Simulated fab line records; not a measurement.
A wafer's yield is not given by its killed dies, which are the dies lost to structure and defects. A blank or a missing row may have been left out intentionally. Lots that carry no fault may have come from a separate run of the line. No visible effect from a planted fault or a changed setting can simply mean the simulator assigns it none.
Chamber matching | flow n5_finfet | 4 sister chambers for N5_BEOL_M1_ETCH_69 on rie_diel-02
The step etches SiARC in CF4, target depth 15.6 nm, time 26 s. 4 wafers are shown with their chamber, then 7 later ones without.

== WAFERS WITH THEIR CHAMBER ==
wafer  | chamber | drypump_motor_current_A (A)
L084.3 | 3       | 5.2
L084.4 | 1       | 6.6
L090.1 | 2       | 6.1
L090.3 | 0       | 6.3

== WAFERS MISSING THEIR CHAMBER ==
wafer  | drypump_motor_current_A (A)
L090.5 | 6.3
L091.2 | 5.3
L091.4 | 6.1
L091.6 | 6.6
L092.2 | 6.6
L092.4 | 5.2
L092.6 | 5.3

== EACH ONE'S CHAMBER ==
wafer  | from the rows above | in truth
L090.5 | 0                   | 0
L091.2 | 3                   | 3
L091.4 | 2                   | 2
L091.6 | 1                   | 1
L092.2 | 1                   | 1
L092.4 | 3                   | 3
L092.6 | 3                   | 3
Correctly placed: 7 of 7. Can't be placed from these rows: 0. Number placed wrongly: 0.
How it was worked out, from the rows above alone: a wafer's distance from a chamber is the root of the sum, over the readings, of the square of ((its reading less the chamber's mean) divided by the reading's scatter). If the next closest chamber is less than 2 further off than the closest, the wafer can't be placed; otherwise it belongs to the closest. A chamber's mean is the mean of its shown wafers. The scatter: with one shown wafer a chamber, the root of the mean of the squares of how far each hidden wafer lies from its nearest shown one.
